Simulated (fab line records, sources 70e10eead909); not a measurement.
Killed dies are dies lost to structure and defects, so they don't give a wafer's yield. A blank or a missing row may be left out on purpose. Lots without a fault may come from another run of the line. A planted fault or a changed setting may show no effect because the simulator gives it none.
fab line records | flow nand_harc
record lots=6 wafers=17 last_day=34
route steps=1302 shown A_ONON_D1@430 END@1302
lots that met no fault: from a run of the same line without faults
start_h: hours from the record's first day to the start of the lot's first wafer shown | wait_h: hours since the lot's step before | " the same as in the row above | L1.1+2: a row that stands for several wafers | - no value, or no start given | * or withheld: withheld | < > ~ a bound
route shown NAME@n: a module of which the file shows steps, and the number in the route of the first | usual: mean/standard deviation of fault-free wafers | same: alike in all rows | chamber/n: place in a boat | sites: the reading at each site | _std_site: their standard deviation | _edge_site: outer sites' mean less inner sites' | radius_mm: how far each site lies from the wafer's centre | mask NAME#n: copy n | behind: the tool/chamber that last shaped the wafer | hold: why the lot was held/for how many hours/how that ended | device: the transistor (n, p or np) that didn't switch | end of line: the same wafers' tests at the end of the route | a step without rows: its recipe alone | killed: dies lost to structure and defects at the first sort, not the wafer's yield | map: a wafer's dies, x killed, . not, _ none there
set.NAME: the setting as run; set.NAME@STEP: as run at that earlier step | model.NAME: the simulator's own value behind a step, which no gauge read
lots at some steps of the route; a table a step, a row a wafer
services: from which hour (start_h, from the record's first day; less than 0 if before it) a tool's chamber was out of use, for how many hours, and why
## steps
# step NHARC_A_ONON_D1_DEP_09
# recipe target_thk_a=10000 n2_flow_sccm=2750 n2o_flow_sccm=2000 nh3_flow_sccm=500 sih4_flow_sccm=210 temp_c=400
# step NHARC_A_ONON_D1_THK_MEAS_11
# recipe thk_meas_gauge=ellipsometry
# usual thk_nm=1001/8.6
# columns lot.wafer tool chamber start_h wait_h thk_nm
L440.1 film_metro-01 - 223.34 - 1010
L440.3 " - " " 1010
L440.5 " - " " 1009
L446.1 film_metro-02 - 273.40 - 1005
L446.4 " - " " 1005
L446.6 " - " " 1005
L448.2 film_metro-01 - 291.33 - 1012
L448.4 " - " " 1012
L449.1 film_metro-02 - 307.21 - 992
L449.2 " - " " 994
L449.5 " - " " 991
L457.2 film_metro-01 - 386.07 - 1012
L457.5 " - " " 1014
L457.6 " - " " 1014
L458.1 film_metro-01 - 400.68 - 992
L458.3 " - " " 993
L458.4 " - " " 992
# step NHARC_A_ONON_D1_DEP_12
# recipe target_thk_a=10000 n2_flow_sccm=2750 n2o_flow_sccm=2000 nh3_flow_sccm=500 sih4_flow_sccm=210 temp_c=400
# step NHARC_A_ONON_D1_THK_MEAS_14
# recipe thk_meas_gauge=ellipsometry
# usual thk_nm=1002/8.5
# columns lot.wafer tool chamber start_h wait_h thk_nm
L440.1 film_metro-01 - 223.90 - 1002
L440.3 " - " " 1003
L440.5 " - " " 1002
L446.1 film_metro-01 - 273.97 - 1009
L446.4 " - " " 1011
L446.6 " - " " 1009
L448.2 film_metro-01 - 291.89 - 999
L448.4 " - " " 1000
L449.1 film_metro-01 - 307.78 - 997
L449.2 " - " " 998
L449.5 " - " " 996
L457.2 film_metro-01 - 386.64 - 1006
L457.5 " - " " 1007
L457.6 " - " " 1006
L458.1 film_metro-02 - 401.25 - 995
L458.3 " - " " 996
L458.4 " - " " 996
# step NHARC_A_ONON_D1_ANNEAL_15
# recipe temp_c=750 time_s=3600
# step NHARC_A_ONON_D1_DEP_16
# recipe target_thk_a=10000 n2_flow_sccm=2750 n2o_flow_sccm=2000 nh3_flow_sccm=500 sih4_flow_sccm=210 temp_c=400
# step NHARC_A_ONON_D1_THK_MEAS_18
# recipe thk_meas_gauge=ellipsometry
# usual thk_nm=1003/12
# columns lot.wafer tool chamber start_h wait_h thk_nm
L440.1 film_metro-02 - 231.96 - 976
L440.3 " - " " 977
L440.5 " - " " 976
L446.1 film_metro-01 - 282.01 - 1005
L446.4 " - " " 1005
L446.6 " - " " 1005
L448.2 film_metro-02 - 296.37 - 1010
L448.4 " - " " 1013
L449.1 film_metro-01 - 316.67 - 1013
L449.2 " - " " 1009
L449.5 " - " " 1014
L457.2 film_metro-02 - 394.47 - 995
L457.5 " - " " 996
L457.6 " - " " 995
L458.1 film_metro-02 - 410.39 - 1016
L458.3 " - " " 1017
L458.4 " - " " 1015
# step NHARC_A_ONON_D1_DEP_19
# recipe target_thk_a=10000 n2_flow_sccm=2750 n2o_flow_sccm=2000 nh3_flow_sccm=500 sih4_flow_sccm=210 temp_c=400
# step NHARC_A_ONON_D1_THK_MEAS_21
# recipe thk_meas_gauge=ellipsometry
# usual thk_nm=1001/13
# columns lot.wafer tool chamber start_h wait_h thk_nm
L440.1 film_metro-01 - 232.62 - 1007
L440.3 " - " " 1009
L440.5 " - " " 1006
L446.1 film_metro-01 - 282.56 - 996
L446.4 " - " " 996
L446.6 " - " " 998
L448.2 film_metro-01 - 296.93 - 1009
L448.4 " - " " 1008
L449.1 film_metro-01 - 317.24 - 995
L449.2 " - " " 995
L449.5 " - " " 995
L457.2 film_metro-01 - 395.04 - 991
L457.5 " - " " 989
L457.6 " - " " 993
L458.1 film_metro-02 - 410.95 - 987
L458.3 " - " " 986
L458.4 " - " " 987
# step NHARC_A_ONON_D1_DEP_22
# recipe target_thk_a=10000 n2_flow_sccm=2750 n2o_flow_sccm=2000 nh3_flow_sccm=500 sih4_flow_sccm=210 temp_c=400
# step NHARC_A_ONON_D1_THK_MEAS_24
# recipe thk_meas_gauge=ellipsometry
# usual thk_nm=998/6.8
# columns lot.wafer tool chamber start_h wait_h thk_nm
L440.1 film_metro-01 - 233.18 - 994
L440.3 " - " " 994
L440.5 " - " " 994
L446.1 film_metro-01 - 283.13 - 986
L446.4 " - " " 982
L446.6 " - " " 983
L448.2 film_metro-01 - 297.49 - 998
L448.4 " - " " 996
L449.1 film_metro-01 - 317.80 - 995
L449.2 " - " " 994
L449.5 " - " " 996
L457.2 film_metro-01 - 395.60 - 990
L457.5 " - " " 989
L457.6 " - " " 991
L458.1 film_metro-01 - 411.52 - 1000
L458.3 " - " " 999
L458.4 " - " " 998
# step NHARC_A_ONON_D1_DEP_25
# recipe target_thk_a=10000 n2_flow_sccm=2750 n2o_flow_sccm=2000 nh3_flow_sccm=500 sih4_flow_sccm=210 temp_c=400
# columns lot.wafer tool chamber start_h wait_h
L440.1+3+5 pecvd_onon-02 0 233.24 0.1
L446.1+4+6 pecvd_onon-02 0 283.18 0.1
L448.2+4 pecvd_onon-02 0 297.61 0.1
L449.1+2+5 pecvd_onon-02 0 317.86 0.1
L457.2+5+6 pecvd_onon-03 0 395.72 0.1
L458.1+3+4 pecvd_onon-04 0 411.58 0.1
# step NHARC_A_ONON_D1_THK_MEAS_27
# recipe thk_meas_gauge=ellipsometry
# usual thk_nm=999/8.2
# columns lot.wafer tool chamber start_h wait_h thk_nm
L440.1 film_metro-01 - 233.75 - 995
L440.3 " - " " 995
L440.5 " - " " 995
L446.1 film_metro-02 - 283.69 - 996
L446.4 " - " " 997
L446.6 " - " " 996
L448.2 film_metro-02 - 298.06 - 1801
L448.4 " - " " 999
L449.1 film_metro-01 - 318.37 - 1010
L449.2 " - " " 1812
L449.5 " - " " 1010
L457.2 film_metro-02 - 396.16 - 986
L457.5 " - " " 984
L457.6 " - " " 983
L458.1 film_metro-01 - 412.09 - 1003
L458.3 " - " " 1001
L458.4 " - " " 1003
# step NHARC_A_ONON_D1_DEP_28
# recipe target_thk_a=10000 n2_flow_sccm=2750 n2o_flow_sccm=2000 nh3_flow_sccm=500 sih4_flow_sccm=210 temp_c=400
# step NHARC_END_SORT_01
# recipe temp_c=25
# usual killed_at_array=52/17 killed_at_other=0.9/1.2 killed_at_periphery=3.9/2.7 killed_dies=57/16 killed_open=3.3/1.9 killed_short=2.5/1.5
# same gross_dies=677
# columns lot.wafer tool chamber start_h wait_h killed_at_array killed_at_other killed_at_periphery killed_dies killed_open killed_short
L448.2 prober-01 0 678.31 2.8 671 6 0 677 3 1
L449.2 prober-02 0 696.97 2.8 670 1 6 677 3 5
# killed by level:class
L448.2 A_ONON_D1:area_dep=616 A_CHANNEL_HOLE_D1:chamber_film_flake=37 A_CHANNEL_HOLE_D2:chamber_film_flake=6 THIN_TSV:chamber_film_flake=5 A_CONTACT:chamber_film_flake=5 A_SLIT:chamber_film_flake=4 A_DECK1_JOINT:geometric_particle:short=1 A_CHANNEL_FILL_D2:geometric_particle:open=1
L449.2 A_ONON_D1:area_dep=640 A_CHANNEL_HOLE_D1:chamber_film_flake=14 P_BONDPAD:chamber_film_flake=3 A_STAIRCASE:chamber_film_flake=3 A_SLIT:chamber_film_flake=3 A_WL_FILL:chamber_film_flake=3 A_CHANNEL_FILL_D1:geometric_particle:short=2 P_CONTACT:geometric_particle:open=1
# map L448.2 (x killed, . not)
____________x____________
_________xxxxxxx_________
_______xxxxxxxxxxx_______
______xxxxxxxxxxxxx______
_____xxxxxxxxxxxxxxx_____
____xxxxxxxxxxxxxxxxx____
____xxxxxxxxxxxxxxxxx____
___xxxxxxxxxxxxxxxxxxx___
___xxxxxxxxxxxxxxxxxxx___
__xxxxxxxxxxxxxxxxxxxxx__
__xxxxxxxxxxxxxxxxxxxxx__
_xxxxxxxxxxxxxxxxxxxxxxx_
_xxxxxxxxxxxxxxxxxxxxxxx_
_xxxxxxxxxxxxxxxxxxxxxxx_
_xxxxxxxxxxxxxxxxxxxxxxx_
_xxxxxxxxxxxxxxxxxxxxxxx_
xxxxxxxxxxxxxxxxxxxxxxxxx
xxxxxxxxxxxxxxxxxxxxxxxxx
xxxxxxxxxxxxxxxxxxxxxxxxx
xxxxxxxxxxxxxxxxxxxxxxxxx
xxxxxxxxxxxxxxxxxxxxxxxxx
_xxxxxxxxxxxxxxxxxxxxxxx_
_xxxxxxxxxxxxxxxxxxxxxxx_
_xxxxxxxxxxxxxxxxxxxxxxx_
_xxxxxxxxxxxxxxxxxxxxxxx_
_xxxxxxxxxxxxxxxxxxxxxxx_
__xxxxxxxxxxxxxxxxxxxxx__
__xxxxxxxxxxxxxxxxxxxxx__
___xxxxxxxxxxxxxxxxxxx___
___xxxxxxxxxxxxxxxxxxx___
____xxxxxxxxxxxxxxxxx____
____xxxxxxxxxxxxxxxxx____
_____xxxxxxxxxxxxxxx_____
______xxxxxxxxxxxxx______
_______xxxxxxxxxxx_______
_________xxxxxxx_________
____________x____________
# map L449.2 (x killed, . not)
____________x____________
_________xxxxxxx_________
_______xxxxxxxxxxx_______
______xxxxxxxxxxxxx______
_____xxxxxxxxxxxxxxx_____
____xxxxxxxxxxxxxxxxx____
____xxxxxxxxxxxxxxxxx____
___xxxxxxxxxxxxxxxxxxx___
___xxxxxxxxxxxxxxxxxxx___
__xxxxxxxxxxxxxxxxxxxxx__
__xxxxxxxxxxxxxxxxxxxxx__
_xxxxxxxxxxxxxxxxxxxxxxx_
_xxxxxxxxxxxxxxxxxxxxxxx_
_xxxxxxxxxxxxxxxxxxxxxxx_
_xxxxxxxxxxxxxxxxxxxxxxx_
_xxxxxxxxxxxxxxxxxxxxxxx_
xxxxxxxxxxxxxxxxxxxxxxxxx
xxxxxxxxxxxxxxxxxxxxxxxxx
xxxxxxxxxxxxxxxxxxxxxxxxx
xxxxxxxxxxxxxxxxxxxxxxxxx
xxxxxxxxxxxxxxxxxxxxxxxxx
_xxxxxxxxxxxxxxxxxxxxxxx_
_xxxxxxxxxxxxxxxxxxxxxxx_
_xxxxxxxxxxxxxxxxxxxxxxx_
_xxxxxxxxxxxxxxxxxxxxxxx_
_xxxxxxxxxxxxxxxxxxxxxxx_
__xxxxxxxxxxxxxxxxxxxxx__
__xxxxxxxxxxxxxxxxxxxxx__
___xxxxxxxxxxxxxxxxxxx___
___xxxxxxxxxxxxxxxxxxx___
____xxxxxxxxxxxxxxxxx____
____xxxxxxxxxxxxxxxxx____
_____xxxxxxxxxxxxxxx_____
______xxxxxxxxxxxxx______
_______xxxxxxxxxxx_______
_________xxxxxxx_________
____________x____________
## services
# columns tool chamber start_h hours kind
pecvd_onon-03 - 227.00 13.0 pm
pecvd_onon-04 - 311.32 13.0 pm
pecvd_onon-02 - 366.24 13.0 pm
pecvd_onon-03 - 408.00 13.0 pm
## key
first_sign step=NHARC_A_ONON_D1_THK_MEAS_27 reading=thk_nm direction=up sigmas=98 usual=999 struck=1806
effect step=NHARC_END_SORT_01 reading=killed_dies direction=up sigmas=38 usual=57 struck=677
more_kills_born_at NHARC_A_ONON_D1_DEP_25@pecvd_onon-02=1256
met_at NHARC_A_ONON_D1_DEP_25
struck_wafers L448.2,L449.2
later_rows_left_out L448.2,L449.2
tester_left_out L448,L449
onset_between 283.18 297.61
fault kind=process_parameter_drift tool=pecvd_onon-02 chamber=- onset_h=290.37 steps=NHARC_A_ONON_D1_DEP_25 channel=target_thk_a offset=* shape=step end_h=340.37 scope=struck_wafers_only acts_in=* stated=*
# tester_left_out: of these lots the tester's yield and bins aren't shown, on N5 and GAA mostly nor the transistor test; their killed dies are dies lost to structure and defects alone, not to doping, threshold or leakage, so they don't give the yield
# later_rows_left_out: the simulator's readings of these wafers behind a module that went badly wrong aren't trusted and aren't shown, but for the sort
